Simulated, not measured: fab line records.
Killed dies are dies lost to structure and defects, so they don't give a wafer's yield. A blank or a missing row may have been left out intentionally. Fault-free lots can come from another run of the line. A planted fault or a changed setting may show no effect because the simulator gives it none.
fab line records | flow n5_finfet | part 1 of 2: steps 1 to 12 of 28
[record] lots = 5 | wafers = 15 | last_day = 18
route steps=1938 shown MOL_CONTACT_COAG@577
lots with no fault: from the same line, run without faults
start_h: start of the lot's first displayed wafer, in hours after the record's first day | wait_h: hours since the lot's step before | " identical to the entry in the row above | L1.1+2: one row covering several wafers at once | - no value, or no start was given | * or withheld: withheld | < > ~ a bound
route shown NAME@n: NAME is a module with steps in the file, n the number in the route of the first one | usual: mean/standard deviation of fault-free wafers | same: alike in all rows | chamber/n: place in a boat | sites: readings site by site | _std_site: the standard deviation of these | _edge_site: mean of outer sites minus mean of inner sites | radius_mm: for every site, how far away it sits from the centre of the wafer | mask NAME#n: copy n | behind: the most recent tool/chamber to have shaped the wafer | hold: the reason the lot was held/the length of the hold in hours/how it ended | device: transistor that didn't switch, given as n, p or np | end of line: at the end of the route, the tests of the same wafers | a step without rows: its recipe alone | killed: count of dies lost to structure and defects at first sort (not the wafer's yield) | map: shows each die of a wafer: x if killed, . if not, _ if none is there
set.NAME: the run value of the setting; set.NAME@STEP: its run value at that earlier step | model.NAME: the simulator's own value behind a step, which no gauge read
certain route steps with their lots: each step a table, each wafer a row
services: a tool's chamber out of use, with start hour (start_h, from the record's first day; less than 0 if before it), hours out, and reason
[[steps]]
[step N5_MOL_CONTACT_COAG_ETCH_89]
[recipe] chemistry = N2/H2 | target = underlayer | target_depth_a = 130 | mask_material = CAR-EUV | time_s = 10.4 | ion_energy_ev = 200 | pressure_mtorr = 30 | source_w = 840 | bias_w = 150 | n2_flow_sccm = 200 | h2_flow_sccm = 200 | ends = cleared
[usual] drypump_motor_current_A = 5.6/0.43 | etch_rf_on_time_s = 10.43/0.22 | oes_product_au = 0.65/0.061 | rf_fwd_power_W = 819.1/2.4 | rf_vpp_V = 523.6/2.7 | showerhead_plenum_p_Torr = 2.54/0.097 | throttle_valve_pct = 17.85/0.2
lot.wafer | tool        | chamber | start_h | wait_h | drypump_motor_current_A | etch_rf_on_time_s | oes_product_au | rf_fwd_power_W | rf_hours_counter_h | rf_vpp_V | showerhead_plenum_p_Torr | throttle_valve_pct
L079.3    | rie_diel-02 | 0       | 128.53  | 0.0    | 5.3                     | 10.30             | 0.64           | 816.4          | 168                | 524.6    | 2.53                     | 17.67
L079.4    | "           | 2       | "       | "      | 5.9                     | 10.68             | 0.60           | 819.5          | 206                | 519.5    | 2.42                     | 18.17
L079.5    | "           | 2       | "       | "      | 5.9                     | 10.70             | 0.59           | 820.8          | -                  | 519.9    | 2.42                     | 18.20
L083.2    | rie_diel-01 | 1       | 153.97  | 0.0    | 5.3                     | 10.41             | 0.60           | 815.3          | 236                | 524.2    | 2.50                     | 18.05
L083.3    | "           | 0       | "       | "      | 4.9                     | 10.82             | 0.62           | 820.0          | 185                | 523.6    | 2.51                     | 17.84
L083.4    | "           | 2       | "       | "      | 6.4                     | 10.29             | 0.76           | 816.2          | 37                 | 527.4    | 2.71                     | 17.80
L086.1    | rie_diel-02 | 3       | 171.21  | 0.0    | 5.6                     | 10.40             | 0.59           | 815.6          | 230                | 525.4    | 2.63                     | 17.92
L086.2    | "           | 2       | "       | "      | 5.9                     | 10.59             | 0.59           | 819.3          | 220                | 518.4    | 2.41                     | 18.22
L086.6    | "           | 3       | "       | "      | 5.6                     | 10.42             | 0.60           | 821.2          | -                  | 525.0    | 2.63                     | 17.93
L088.3    | rie_diel-01 | 1       | 186.12  | 0.0    | 5.3                     | 10.48             | 0.59           | 815.5          | 248                | 522.5    | 2.50                     | 18.07
L088.4    | "           | 3       | "       | "      | 4.9                     | 10.40             | 0.73           | 820.1          | 56                 | 528.9    | 2.70                     | 17.66
L088.6    | "           | 3       | "       | "      | 4.9                     | 10.33             | 0.73           | 820.5          | -                  | 528.1    | 2.70                     | 17.64
L096.2    | rie_diel-01 | 3       | 236.43  | 0.0    | 4.9                     | 10.33             | 0.71           | 822.7          | 73                 | 527.5    | 2.69                     | 17.66
L096.4    | "           | 1       | "       | "      | 5.3                     | 10.21             | 0.82           | 818.9          | 3                  | 522.9    | 2.50                     | 17.66
L096.6    | "           | 1       | "       | "      | 5.3                     | 10.18             | 0.82           | 818.8          | -                  | 522.7    | 2.50                     | 17.64
[step N5_MOL_CONTACT_COAG_ETCH_90]
[recipe] chemistry = CF4 | target = SiARC | target_depth_a = 130 | mask_material = CAR-EUV | time_s = 21.7 | ion_energy_ev = 80 | pressure_mtorr = 40 | source_w = 545 | bias_w = 36 | Ar_flow_sccm = 100 | cf4_flow_sccm = 100 | ends = cleared
[usual] drypump_motor_current_A = 5.6/0.43 | etch_rf_on_time_s = 21.7/0.44 | mfc_ar_sccm = 99.94/0.3 | oes_product_au = 0.65/0.062 | rf_fwd_power_W = 531.4/1.5 | rf_vpp_V = 184.1/1.2 | showerhead_plenum_p_Torr = 2.14/0.076 | throttle_valve_pct = 15.61/0.19
lot.wafer | tool        | chamber | start_h | wait_h | drypump_motor_current_A | etch_rf_on_time_s | mfc_ar_sccm | oes_product_au | rf_fwd_power_W | rf_hours_counter_h | rf_vpp_V | showerhead_plenum_p_Torr | throttle_valve_pct
L079.3    | rie_diel-02 | 0       | 128.55  | 0.0    | 5.3                     | 21.3              | 99.84       | 0.64           | 530.3          | 168                | 184.2    | 2.15                     | 15.55
L079.4    | "           | 2       | "       | "      | 5.9                     | 22.1              | 100.05      | 0.59           | 532.6          | 206                | 182.6    | 2.04                     | 15.89
L079.5    | "           | 2       | "       | "      | 5.9                     | 22.1              | 99.87       | 0.60           | 532.6          | -                  | 182.1    | 2.04                     | 15.90
L083.2    | rie_diel-01 | 1       | 153.99  | 0.0    | 5.3                     | 21.7              | 100.03      | 0.60           | 531.7          | 236                | 184.2    | 2.11                     | 15.88
L083.3    | "           | 0       | "       | "      | 4.9                     | 22.3              | 100.03      | 0.62           | 531.6          | 185                | 182.7    | 2.13                     | 15.68
L083.4    | "           | 2       | "       | "      | 6.4                     | 21.5              | 99.54       | 0.76           | 530.3          | 37                 | 185.1    | 2.27                     | 15.42
L086.1    | rie_diel-02 | 3       | 171.23  | 0.0    | 5.6                     | 21.8              | 100.34      | 0.59           | 532.6          | 230                | 184.0    | 2.22                     | 15.60
L086.2    | "           | 2       | "       | "      | 5.9                     | 22.4              | 100.20      | 0.59           | 530.3          | 220                | 184.7    | 2.03                     | 15.91
L086.6    | "           | 3       | "       | "      | 5.7                     | 22.1              | 99.82       | 0.59           | 533.1          | -                  | 186.0    | 2.21                     | 15.58
L088.3    | rie_diel-01 | 1       | 186.14  | 0.0    | 5.3                     | 21.7              | 99.87       | 0.60           | 531.5          | 248                | 183.2    | 2.11                     | 15.89
L088.4    | "           | 3       | "       | "      | 4.9                     | 21.3              | 99.74       | 0.73           | 532.1          | 56                 | 184.6    | 2.26                     | 15.30
L088.6    | "           | 3       | "       | "      | 4.9                     | 21.4              | 100.04      | 0.73           | 532.1          | -                  | 186.0    | 2.26                     | 15.31
L096.2    | rie_diel-01 | 3       | 236.45  | 0.0    | 4.9                     | 21.3              | 99.87       | 0.71           | 531.8          | 73                 | 185.5    | 2.25                     | 15.36
L096.4    | "           | 1       | "       | "      | 5.3                     | 21.3              | 99.69       | 0.82           | 531.1          | 4                  | 182.6    | 2.11                     | 15.42
L096.6    | "           | 1       | "       | "      | 5.3                     | 21.2              | 99.50       | 0.82           | 530.0          | -                  | 184.4    | 2.11                     | 15.42
[step N5_MOL_CONTACT_COAG_ALD_131]
[recipe] material = SiO2 | target_thk_a = 50 | temp_c = 100 | ald_precursor_family = BDEAS | ald_co_reactant = O2-plasma | pulse_time_s = 1 | co_reactant_pulse_time_s = 1 | purge_time_s = 2 | co_reactant_purge_time_s = 2 | ald_cycles = 35 | pressure_torr = 2
[usual] heater_power_outer_w = 41/4.3 | heater_power_w = 80/6.6 | precursor_pulse_height_rel = 0.998/0.019
lot.wafer | tool       | chamber | start_h | wait_h | heater_power_outer_w | heater_power_w | precursor_pulse_height_rel
L079.3    | ald_sin-04 | 2       | 128.63  | 0.1    | 50                   | 89             | 0.942
L079.4    | "          | 3       | "       | "      | 36                   | 77             | 1.009
L079.5    | "          | 2       | "       | "      | 51                   | 92             | 1.016
L083.2    | ald_sin-02 | 1       | 154.07  | 0.1    | 42                   | 77             | 1.000
L083.3    | "          | 3       | "       | "      | 37                   | 76             | 1.007
L083.4    | "          | 2       | "       | "      | 45                   | 85             | 0.974
L086.1    | ald_sin-02 | 3       | 171.31  | 0.1    | 36                   | 76             | 1.023
L086.2    | "          | 0       | "       | "      | 45                   | 91             | 0.986
L086.6    | "          | 0       | "       | "      | 45                   | 90             | 0.983
L088.3    | ald_sin-01 | 0       | 186.25  | 0.1    | 43                   | 87             | 1.005
L088.4    | "          | 2       | "       | "      | 35                   | 78             | 1.013
L088.6    | "          | 1       | "       | "      | 43                   | 80             | 0.976
L096.2    | ald_sin-04 | 1       | 236.53  | 0.1    | 41                   | 79             | 0.981
L096.4    | "          | 2       | "       | "      | 50                   | 93             | 1.038
L096.6    | "          | 1       | "       | "      | 41                   | 78             | 1.023
[step N5_MOL_CONTACT_COAG_ETCHBACK_132]
[recipe] chemistry = CHF3 | target = SiO2 | target_depth_a = 100 | time_s = 6.7 | ion_energy_ev = 200 | pressure_mtorr = 30 | source_w = 610 | bias_w = 170 | Ar_flow_sccm = 200 | CHF3_flow_sccm = 50
[usual] drypump_motor_current_A = 5.6/0.44 | mfc_ar_sccm = 200.1/0.59 | oes_f_703_au = 0.79/0.081 | oes_product_au = 0.79/0.088 | rf_fwd_power_W = 602.1/2.6 | rf_vpp_V = 523/10 | showerhead_plenum_p_Torr = 2.40/0.09 | throttle_valve_pct = 18.65/0.18
lot.wafer | tool        | chamber | start_h | wait_h | drypump_motor_current_A | mfc_ar_sccm | oes_f_703_au | oes_product_au | rf_fwd_power_W | rf_hours_counter_h | rf_vpp_V | showerhead_plenum_p_Torr | throttle_valve_pct
L079.3    | rie_diel-02 | 0       | 128.81  | 0.1    | 5.3                     | 200.0       | 0.77         | 0.75           | 597.2          | 168                | 517      | 2.39                     | 18.59
L079.4    | "           | 2       | "       | "      | 5.9                     | 200.0       | 0.71         | 0.70           | 600.7          | 206                | 504      | 2.26                     | 18.98
L079.5    | "           | 1       | "       | "      | 5.7                     | 199.3       | 0.80         | 0.81           | 600.0          | -                  | 524      | 2.31                     | 18.60
L083.2    | rie_diel-01 | 2       | 154.35  | 0.2    | 6.4                     | 200.1       | 0.87         | 0.91           | 602.9          | 37                 | 539      | 2.54                     | 18.60
L083.3    | "           | 3       | "       | "      | 4.9                     | 199.6       | 0.87         | 0.87           | 600.6          | 46                 | 517      | 2.50                     | 18.36
L083.4    | "           | 0       | "       | "      | 4.9                     | 199.9       | 0.70         | 0.73           | 600.9          | 185                | 534      | 2.38                     | 18.82
L086.1    | rie_diel-01 | 0       | 171.49  | 0.1    | 4.9                     | 200.0       | 0.69         | 0.73           | 601.3          | 191                | 534      | 2.37                     | 18.82
L086.2    | "           | 2       | "       | "      | 6.4                     | 200.7       | 0.85         | 0.89           | 605.7          | 44                 | 537      | 2.53                     | 18.61
L086.6    | "           | 1       | "       | "      | 5.3                     | 199.3       | 0.68         | 0.71           | 604.2          | -                  | 530      | 2.33                     | 18.85
L088.3    | rie_diel-04 | 0       | 186.43  | 0.1    | 5.7                     | 199.9       | 0.93         | 0.94           | 606.5          | 20                 | 536      | 2.51                     | 18.35
L088.4    | "           | 3       | "       | "      | 5.8                     | 199.6       | 0.76         | 0.75           | 603.7          | -                  | 521      | 2.39                     | 18.67
L088.6    | "           | 2       | "       | "      | 5.8                     | 200.0       | 0.85         | 0.84           | 603.1          | -                  | 514      | 2.34                     | 18.58
L096.2    | rie_diel-01 | 3       | 236.72  | 0.1    | 4.9                     | 199.7       | 0.83         | 0.83           | 602.4          | 73                 | 518      | 2.49                     | 18.39
L096.4    | "           | 0       | "       | "      | 4.9                     | 201.1       | 0.68         | 0.71           | 601.7          | 212                | 533      | 2.36                     | 18.85
L096.6    | "           | 1       | "       | "      | 5.3                     | 200.6       | 0.93         | 0.96           | 603.8          | -                  | 528      | 2.32                     | 18.45
[step N5_MOL_CONTACT_COAG_ETCH_91]
[recipe] chemistry = N2/H2 | target = SOC | target_depth_a = 600 | overetch_a = 210 | mask_material = SiARC | temp_c = 40 | time_s = 101.2 | ion_energy_ev = 200 | pressure_mtorr = 30 | source_w = 840 | bias_w = 150 | n2_flow_sccm = 200 | h2_flow_sccm = 200
[usual] drypump_motor_current_A = 5.6/0.44 | oes_product_au = 0.66/0.069 | rf_fwd_power_W = 835/3.1 | rf_vpp_V = 524.2/2.9 | showerhead_plenum_p_Torr = 2.56/0.11 | throttle_valve_pct = 17.79/0.2
lot.wafer | tool        | chamber | start_h | wait_h | drypump_motor_current_A | oes_product_au | rf_fwd_power_W | rf_hours_counter_h | rf_vpp_V | showerhead_plenum_p_Torr | throttle_valve_pct
L079.3    | rie_diel-02 | 0       | 128.84  | 0.0    | 5.3                     | 0.63           | 832            | 168                | 524.2    | 2.53                     | 17.64
L079.4    | "           | 2       | "       | "      | 5.9                     | 0.60           | 832            | 207                | 520.8    | 2.42                     | 18.16
L079.5    | "           | 1       | "       | "      | 5.7                     | 0.66           | 829            | -                  | 523.2    | 2.45                     | 17.70
L083.2    | rie_diel-01 | 2       | 154.38  | 0.0    | 6.4                     | 0.74           | 831            | 37                 | 528.3    | 2.71                     | 17.79
L083.3    | "           | 3       | "       | "      | 4.9                     | 0.72           | 833            | 46                 | 528.3    | 2.70                     | 17.59
L083.4    | "           | 0       | "       | "      | 4.9                     | 0.61           | 828            | 185                | 525.4    | 2.51                     | 17.82
L086.1    | rie_diel-01 | 0       | 171.53  | 0.0    | 4.9                     | 0.61           | 836            | 191                | 524.6    | 2.50                     | 17.81
L086.2    | "           | 2       | "       | "      | 6.4                     | 0.73           | 835            | 44                 | 528.1    | 2.71                     | 17.78
L086.6    | "           | 1       | "       | "      | 5.3                     | 0.59           | 835            | -                  | 522.4    | 2.50                     | 18.03
L088.3    | rie_diel-04 | 0       | 186.46  | 0.0    | 5.7                     | 0.78           | 839            | 20                 | 527.8    | 2.72                     | 17.69
L088.4    | "           | 3       | "       | "      | 5.8                     | 0.62           | 840            | -                  | 522.8    | 2.55                     | 17.89
L088.6    | "           | 2       | "       | "      | 5.7                     | 0.70           | 839            | -                  | 520.8    | 2.47                     | 17.48
L096.2    | rie_diel-01 | 3       | 236.75  | 0.0    | 4.9                     | 0.69           | 833            | 73                 | 526.7    | 2.69                     | 17.64
L096.4    | "           | 0       | "       | "      | 4.9                     | 0.60           | 835            | 212                | 521.6    | 2.49                     | 17.85
L096.6    | "           | 1       | "       | "      | 5.3                     | 0.78           | 833            | -                  | 520.7    | 2.50                     | 17.62
[step N5_MOL_CONTACT_COAG_STRIP_92]
[recipe] chemistry = N2/H2 | temp_c = 40 | n2_flow_sccm = 200 | h2_flow_sccm = 200 | rf_frequency_hz = 6e+07
lot.wafer  | tool        | chamber | start_h | wait_h
L079.3+4+5 | rie_diel-02 | 0,2,1   | 128.91  | 0.0
L083.2+3+4 | rie_diel-01 | 2,3,0   | 154.45  | 0.0
L086.1+2+6 | rie_diel-01 | 0,2,1   | 171.60  | 0.0
L088.3+4+6 | rie_diel-04 | 0,3,2   | 186.53  | 0.0
L096.2+4+6 | rie_diel-01 | 3,0,1   | 236.82  | 0.0
[step N5_MOL_CONTACT_COAG_STRIP_93]
[recipe] chemistry = N2/H2 | temp_c = 40 | n2_flow_sccm = 200 | h2_flow_sccm = 200 | rf_frequency_hz = 6e+07
lot.wafer  | tool        | chamber | start_h | wait_h
L079.3+4+5 | rie_diel-02 | 0,2,1   | 128.92  | 0.0
L083.2+3+4 | rie_diel-01 | 2,3,0   | 154.46  | 0.0
L086.1+2+6 | rie_diel-01 | 0,2,1   | 171.61  | 0.0
L088.3+4+6 | rie_diel-04 | 0,3,2   | 186.54  | 0.0
L096.2+4+6 | rie_diel-01 | 3,0,1   | 236.83  | 0.0
[step N5_MOL_CONTACT_COAG_ETCHBACK_135]
[recipe] chemistry = CHF3 | target = SiO2 | target_depth_a = 250 | time_s = 16.7 | ion_energy_ev = 200 | pressure_mtorr = 30 | source_w = 610 | bias_w = 170 | Ar_flow_sccm = 200 | CHF3_flow_sccm = 50
[usual] drypump_motor_current_A = 5.6/0.44 | mfc_ar_sccm = 200.1/0.52 | oes_f_703_au = 0.79/0.081 | oes_product_au = 0.79/0.087 | rf_fwd_power_W = 599/3.1 | rf_vpp_V = 523/9.9 | showerhead_plenum_p_Torr = 2.39/0.09 | throttle_valve_pct = 18.65/0.18
lot.wafer | tool        | chamber | start_h | wait_h | drypump_motor_current_A | mfc_ar_sccm | oes_f_703_au | oes_product_au | rf_fwd_power_W | rf_hours_counter_h | rf_vpp_V | showerhead_plenum_p_Torr | throttle_valve_pct
L079.3    | rie_diel-02 | 0       | 128.93  | 0.0    | 5.3                     | 199.3       | 0.77         | 0.75           | 591            | 168                | 516      | 2.39                     | 18.63
L079.4    | "           | 2       | "       | "      | 5.9                     | 201.0       | 0.72         | 0.70           | 597            | 207                | 506      | 2.26                     | 18.97
L079.5    | "           | 1       | "       | "      | 5.7                     | 200.1       | 0.80         | 0.79           | 593            | -                  | 523      | 2.31                     | 18.61
L083.2    | rie_diel-01 | 2       | 154.47  | 0.0    | 6.4                     | 199.2       | 0.87         | 0.89           | 602            | 37                 | 540      | 2.54                     | 18.60
L083.3    | "           | 3       | "       | "      | 4.9                     | 198.8       | 0.86         | 0.87           | 597            | 46                 | 517      | 2.50                     | 18.35
L083.4    | "           | 0       | "       | "      | 4.9                     | 199.2       | 0.70         | 0.73           | 599            | 185                | 534      | 2.37                     | 18.82
L086.1    | rie_diel-01 | 0       | 171.62  | 0.0    | 4.9                     | 200.4       | 0.70         | 0.73           | 600            | 191                | 533      | 2.37                     | 18.85
L086.2    | "           | 2       | "       | "      | 6.4                     | 199.5       | 0.86         | 0.88           | 601            | 44                 | 538      | 2.53                     | 18.62
L086.6    | "           | 1       | "       | "      | 5.3                     | 199.9       | 0.69         | 0.70           | 599            | -                  | 528      | 2.33                     | 18.84
L088.3    | rie_diel-04 | 0       | 186.55  | 0.0    | 5.7                     | 200.3       | 0.93         | 0.94           | 600            | 20                 | 535      | 2.51                     | 18.37
L088.4    | "           | 3       | "       | "      | 5.8                     | 200.5       | 0.76         | 0.75           | 600            | -                  | 520      | 2.39                     | 18.67
L088.6    | "           | 2       | "       | "      | 5.8                     | 200.4       | 0.84         | 0.84           | 596            | -                  | 514      | 2.34                     | 18.58
L096.2    | rie_diel-01 | 3       | 236.84  | 0.0    | 4.9                     | 199.7       | 0.83         | 0.83           | 598            | 73                 | 516      | 2.49                     | 18.40
L096.4    | "           | 0       | "       | "      | 4.9                     | 199.8       | 0.68         | 0.70           | 599            | 212                | 533      | 2.36                     | 18.85
L096.6    | "           | 1       | "       | "      | 5.3                     | 199.5       | 0.94         | 0.95           | 598            | -                  | 530      | 2.32                     | 18.47
[step N5_MOL_CONTACT_COAG_STRIP_118]
[recipe] chemistry = CHF3 | resist = SiARC | rf_frequency_hz = 6e+07
lot.wafer  | tool        | chamber | start_h | wait_h
L079.3+4+5 | rie_diel-02 | 0,2,1   | 128.96  | 0.0
L083.2+3+4 | rie_diel-01 | 2,3,0   | 154.50  | 0.0
L086.1+2+6 | rie_diel-01 | 0,2,1   | 171.64  | 0.0
L088.3+4+6 | rie_diel-04 | 0,3,2   | 186.58  | 0.0
L096.2+4+6 | rie_diel-01 | 3,0,1   | 236.87  | 0.0
[step N5_MOL_CONTACT_COAG_VIA_ETCH_46]
[recipe] chemistry = C4F6/O2 | target_depth_a = 460 | overetch_a = 92 | mask_material = SOC | target = SiO2 | bias_w = 455 | pressure_mtorr = 10 | time_s = 40 | source_w = 325 | Ar_flow_sccm = 300 | C4F6_flow_sccm = 10 | O2_flow_sccm = 10 | ion_energy_ev = 575.3 | ends = end_point
[usual] C4F6_flow_sccm = 10.004/0.029 | drypump_motor_current_A = 5.6/0.44 | mfc_ar_sccm = 300.0/0.92 | oes_f_703_au = 0.78/0.081 | oes_product_au = 0.70/0.074 | rf_fwd_power_W = 322.8/1.2 | rf_vpp_V = 1585/28 | showerhead_plenum_p_Torr = 2.86/0.11 | throttle_valve_pct = 40.9/0.35
lot.wafer | tool        | chamber | start_h | wait_h | C4F6_flow_sccm | drypump_motor_current_A | mfc_ar_sccm | oes_f_703_au | oes_product_au | rf_fwd_power_W | rf_hours_counter_h | rf_vpp_V | showerhead_plenum_p_Torr | throttle_valve_pct
L079.3    | rie_diel-02 | 0       | 128.97  | 0.0    | 9.997          | 5.3                     | 300.9       | 0.77         | 0.67           | 321.9          | 168                | 1566     | 2.85                     | 41.1
L079.4    | "           | 2       | "       | "      | 10.043         | 5.9                     | 300.5       | 0.71         | 0.65           | 321.6          | 207                | 1533     | 2.70                     | 40.8
L079.5    | "           | 1       | "       | "      | 9.958          | 5.7                     | 299.8       | 0.79         | 0.72           | 321.1          | -                  | 1587     | 2.76                     | 41.3
L083.2    | rie_diel-01 | 2       | 154.51  | 0.0    | 9.949          | 6.4                     | 300.9       | 0.87         | 0.79           | 323.3          | 37                 | 1629     | 3.03                     | 41.1
L083.3    | "           | 3       | "       | "      | 9.953          | 4.9                     | 299.3       | 0.87         | 0.77           | 322.4          | 46                 | 1570     | 2.99                     | 40.6
L083.4    | "           | 0       | "       | "      | 10.043         | 4.9                     | 299.3       | 0.70         | 0.66           | 323.6          | 185                | 1615     | 2.83                     | 41.5
L086.1    | rie_diel-01 | 0       | 171.65  | 0.0    | 10.022         | 4.9                     | 301.3       | 0.70         | 0.66           | 322.7          | 191                | 1614     | 2.83                     | 41.5
L086.2    | "           | 2       | "       | "      | 9.998          | 6.4                     | 297.8       | 0.86         | 0.78           | 323.3          | 44                 | 1627     | 3.03                     | 41.2
L086.6    | "           | 1       | "       | "      | 10.000         | 5.3                     | 300.1       | 0.69         | 0.63           | 325.7          | -                  | 1603     | 2.78                     | 40.7
L088.3    | rie_diel-04 | 0       | 186.59  | 0.0    | 9.976          | 5.7                     | 301.9       | 0.93         | 0.82           | 321.8          | 20                 | 1619     | 2.99                     | 40.4
L088.4    | "           | 3       | "       | "      | 9.997          | 5.8                     | 298.7       | 0.75         | 0.67           | 323.8          | -                  | 1578     | 2.86                     | 40.9
L088.6    | "           | 2       | "       | "      | 10.033         | 5.8                     | 300.1       | 0.84         | 0.75           | 323.4          | -                  | 1560     | 2.79                     | 40.4
L096.2    | rie_diel-01 | 3       | 236.88  | 0.0    | 9.931          | 4.9                     | 299.6       | 0.83         | 0.73           | 323.5          | 73                 | 1570     | 2.98                     | 40.6
L096.4    | "           | 0       | "       | "      | 9.965          | 4.9                     | 298.0       | 0.69         | 0.64           | 322.6          | 212                | 1614     | 2.82                     | 41.6
L096.6    | "           | 1       | "       | "      | 10.004         | 5.3                     | 300.5       | 0.93         | 0.85           | 323.9          | -                  | 1602     | 2.78                     | 40.6
[step N5_MOL_CONTACT_COAG_STRIP_96]
[recipe] chemistry = N2/H2 | power_w = 500 | temp_c = 40 | pressure_mtorr = 50 | rf_frequency_hz = 6e+07 | overash_fraction = 0.3 | bias_power_w = 28 | h2_frac = 0.5 | n2_flow_sccm = 300 | h2_flow_sccm = 300
[usual] drypump_motor_current_A = 5.6/0.44 | oes_product_au = 0.79/0.09 | rf_vpp_V = 121.9/1.3 | showerhead_plenum_p_Torr = 3.38/0.14 | throttle_valve_pct = 19.0/0.34
lot.wafer | tool        | chamber | start_h | wait_h | drypump_motor_current_A | oes_product_au | rf_hours_counter_h | rf_vpp_V | showerhead_plenum_p_Torr | throttle_valve_pct
L079.3    | rie_diel-02 | 0       | 129.03  | 0.0    | 5.3                     | 0.74           | 168                | 120.7    | 3.34                     | 18.8
L079.4    | "           | 2       | "       | "      | 6.0                     | 0.70           | 207                | 122.2    | 3.20                     | 19.4
L079.5    | "           | 1       | "       | "      | 5.7                     | 0.80           | -                  | 121.2    | 3.25                     | 18.8
L083.2    | rie_diel-01 | 2       | 154.57  | 0.0    | 6.4                     | 0.90           | 37                 | 122.3    | 3.58                     | 19.1
L083.3    | "           | 3       | "       | "      | 4.9                     | 0.87           | 46                 | 122.3    | 3.56                     | 18.8
L083.4    | "           | 0       | "       | "      | 4.9                     | 0.73           | 185                | 121.1    | 3.31                     | 19.0
L086.1    | rie_diel-01 | 0       | 171.72  | 0.0    | 4.9                     | 0.73           | 191                | 122.5    | 3.31                     | 19.0
L086.2    | "           | 2       | "       | "      | 6.4                     | 0.88           | 44                 | 122.8    | 3.57                     | 19.1
L086.6    | "           | 1       | "       | "      | 5.3                     | 0.70           | -                  | 120.8    | 3.30                     | 19.1
L088.3    | rie_diel-04 | 0       | 186.65  | 0.0    | 5.7                     | 0.93           | 20                 | 124.6    | 3.58                     | 19.1
L088.4    | "           | 3       | "       | "      | 5.8                     | 0.74           | -                  | 120.9    | 3.36                     | 19.5
L088.6    | "           | 2       | "       | "      | 5.8                     | 0.84           | -                  | 120.5    | 3.27                     | 18.3
L096.2    | rie_diel-01 | 3       | 236.94  | 0.0    | 4.9                     | 0.84           | 73                 | 124.0    | 3.55                     | 18.8
L096.4    | "           | 0       | "       | "      | 4.9                     | 0.71           | 212                | 123.0    | 3.30                     | 19.1
L096.6    | "           | 1       | "       | "      | 5.3                     | 0.96           | -                  | 119.5    | 3.30                     | 18.7
[step N5_MOL_CONTACT_COAG_ETCH_47]
[recipe] chemistry = CH3F/O2 | target = SiNx | target_depth_a = 270 | mask_material = SiO2 | stop_on = W | over_etch_frac = 0.2 | ion_energy_ev = 120 | endpoint = OES-CN | pressure_mtorr = 30 | source_w = 395 | bias_w = 73 | Ar_flow_sccm = 150 | CH3F_flow_sccm = 30 | O2_flow_sccm = 20 | ends = end_point
[usual] drypump_motor_current_A = 5.6/0.44 | etch_rf_on_time_s = 31.2/0.59 | mfc_ar_sccm = 149.9/0.46 | oes_f_703_au = 0.79/0.08 | oes_product_au = 0.70/0.079 | rf_fwd_power_W = 386.3/1.6 | rf_vpp_V = 297/5.7 | showerhead_plenum_p_Torr = 2.01/0.079 | throttle_valve_pct = 16.29/0.19
lot.wafer | tool        | chamber | start_h | wait_h | drypump_motor_current_A | etch_rf_on_time_s | mfc_ar_sccm | oes_f_703_au | oes_product_au | rf_fwd_power_W | rf_hours_counter_h | rf_vpp_V | showerhead_plenum_p_Torr | throttle_valve_pct
L079.3    | rie_diel-02 | 0       | 129.07  | 0.0    | 5.3                     | 31.2              | 150.7       | 0.78         | 0.67           | 385.0          | 168                | 293      | 2.01                     | 16.27
L079.4    | "           | 2       | "       | "      | 5.9                     | 32.0              | 149.6       | 0.72         | 0.63           | 384.1          | 207                | 287      | 1.90                     | 16.63
L079.5    | "           | 1       | "       | "      | 5.7                     | 30.7              | 149.7       | 0.80         | 0.72           | 383.8          | -                  | 297      | 1.94                     | 16.22
L083.2    | rie_diel-01 | 2       | 154.61  | 0.0    | 6.4                     | 30.6              | 150.3       | 0.87         | 0.80           | 387.4          | 37                 | 306      | 2.14                     | 16.20
L083.3    | "           | 3       | "       | "      | 4.9                     | 31.1              | 149.6       | 0.87         | 0.78           | 385.3          | 46                 | 293      | 2.11                     | 16.02
L083.4    | "           | 0       | "       | "      | 4.9                     | 31.7              | 149.2       | 0.69         | 0.65           | 384.1          | 185                | 303      | 2.00                     | 16.46
L086.1    | rie_diel-01 | 0       | 171.76  | 0.0    | 4.9                     | 31.6              | 150.8       | 0.70         | 0.65           | 388.5          | 191                | 301      | 1.99                     | 16.46
L086.2    | "           | 2       | "       | "      | 6.4                     | 30.8              | 149.6       | 0.86         | 0.79           | 388.7          | 44                 | 305      | 2.14                     | 16.21
L086.6    | "           | 1       | "       | "      | 5.3                     | 31.4              | 149.8       | 0.68         | 0.63           | 387.6          | -                  | 302      | 1.96                     | 16.53
L088.3    | rie_diel-04 | 0       | 186.69  | 0.0    | 5.7                     | 30.9              | 150.5       | 0.93         | 0.84           | 387.3          | 20                 | 305      | 2.12                     | 16.01
L088.4    | "           | 3       | "       | "      | 5.8                     | 31.1              | 149.3       | 0.76         | 0.67           | 382.8          | -                  | 295      | 2.01                     | 16.29
L088.6    | "           | 2       | "       | "      | 5.7                     | 31.5              | 151.1       | 0.85         | 0.75           | 386.4          | -                  | 293      | 1.96                     | 16.20
L096.2    | rie_diel-01 | 3       | 236.98  | 0.0    | 4.9                     | 30.7              | 149.7       | 0.83         | 0.74           | 384.5          | 73                 | 293      | 2.10                     | 16.07
L096.4    | "           | 0       | "       | "      | 4.9                     | 31.5              | 149.4       | 0.68         | 0.64           | 385.5          | 212                | 303      | 1.99                     | 16.50
L096.6    | "           | 1       | "       | "      | 5.3                     | 30.1              | 149.2       | 0.92         | 0.86           | 386.7          | -                  | 300      | 1.95                     | 16.07
